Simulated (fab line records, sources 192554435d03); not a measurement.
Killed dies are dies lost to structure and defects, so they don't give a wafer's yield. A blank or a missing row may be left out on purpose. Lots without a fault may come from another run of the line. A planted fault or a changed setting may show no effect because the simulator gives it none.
Chamber matching | flow n5_finfet | N5_HKMG_FIN_STRIP_89 on rie_diel-03: 4 sister chambers
The step strips SOC in N2/H2, time 20 s. 24 wafers are shown with their chamber, then 12 later ones without.

WAFERS WITH THEIR CHAMBER
wafer  | chamber | showerhead_plenum_p_Torr (Torr) | throttle_valve_pct (%) | oes_product_au (a.u.)
L078.1 | 3       | 3.20                            | 19.0                   | 0.72
L078.4 | 1       | 3.56                            | 18.4                   | 0.95
L078.5 | 1       | 3.56                            | 18.4                   | 0.97
L079.2 | 3       | 3.20                            | 19.0                   | 0.71
L079.4 | 1       | 3.56                            | 18.4                   | 0.94
L079.6 | 0       | 3.47                            | 19.6                   | 0.73
L080.1 | 3       | 3.20                            | 19.0                   | 0.71
L080.2 | 0       | 3.46                            | 19.6                   | 0.72
L080.5 | 1       | 3.56                            | 18.4                   | 0.95
L081.1 | 3       | 3.20                            | 19.0                   | 0.71
L081.2 | 0       | 3.46                            | 19.6                   | 0.72
L081.5 | 1       | 3.56                            | 18.4                   | 0.93
L083.1 | 0       | 3.46                            | 19.6                   | 0.71
L083.2 | 3       | 3.19                            | 19.1                   | 0.71
L083.5 | 0       | 3.46                            | 19.6                   | 0.73
L086.1 | 3       | 3.19                            | 19.1                   | 0.70
L086.3 | 0       | 3.46                            | 19.6                   | 0.72
L086.4 | 1       | 3.55                            | 18.5                   | 0.90
L087.3 | 1       | 3.55                            | 18.5                   | 0.91
L087.5 | 0       | 3.46                            | 19.6                   | 0.72
L087.6 | 3       | 3.19                            | 19.1                   | 0.71
L088.1 | 2       | 3.52                            | 18.8                   | 0.80
L088.2 | 0       | 3.46                            | 19.6                   | 0.71
L088.3 | 1       | 3.55                            | 18.5                   | 0.89

SIGNATURES (means of the wafers above)
reading                  | chamber 0 | chamber 1 | chamber 2 | chamber 3 | scatter within a chamber
showerhead_plenum_p_Torr | 3.4613    | 3.5562    | 3.5200    | 3.1957    | 0.00472
throttle_valve_pct       | 19.600    | 18.438    | 18.800    | 19.043    | 0.0424
oes_product_au           | 0.7200    | 0.9300    | 0.8000    | 0.7100    | 0.0173
Rule: a wafer's distance from a chamber is the root of the sum, over the readings, of the square of ((its reading less the chamber's mean) divided by the reading's scatter). The wafer belongs to the nearest chamber; if the next one is less than 2 further off, it can't be placed. The scatter: the root of (the sum of the squares of (reading less its chamber's mean) over the shown wafers, divided by (wafers less chambers)).

WAFERS WITHOUT THEIR CHAMBER
wafer  | showerhead_plenum_p_Torr (Torr) | throttle_valve_pct (%) | oes_product_au (a.u.)
L089.1 | 3.52                            | 18.8                   | 0.80
L089.4 | 3.46                            | 19.6                   | 0.72
L089.6 | 3.55                            | 18.5                   | 0.89
L093.1 | 3.52                            | 18.8                   | 0.79
L093.4 | 3.18                            | 19.1                   | 0.70
L093.6 | 3.45                            | 19.7                   | 0.71
L096.1 | 3.45                            | 19.7                   | 0.71
L096.3 | 3.54                            | 18.5                   | 0.87
L096.5 | 3.18                            | 19.1                   | 0.69
L097.2 | 3.54                            | 18.5                   | 0.87
L097.4 | 3.45                            | 19.7                   | 0.71
L097.6 | 3.54                            | 18.5                   | 0.88

WHICH CHAMBER EACH WENT THROUGH
wafer  | from the rows above | in truth
L089.1 | 2                   | 2
L089.4 | 0                   | 0
L089.6 | 1                   | 1
L093.1 | 2                   | 2
L093.4 | 3                   | 3
L093.6 | 0                   | 0
L096.1 | 0                   | 0
L096.3 | 1                   | 1
L096.5 | 3                   | 3
L097.2 | 1                   | 1
L097.4 | 0                   | 0
L097.6 | 1                   | 1
Placed correctly: 12 of 12. Can't be placed from these rows: 0. Placed wrongly: 0.
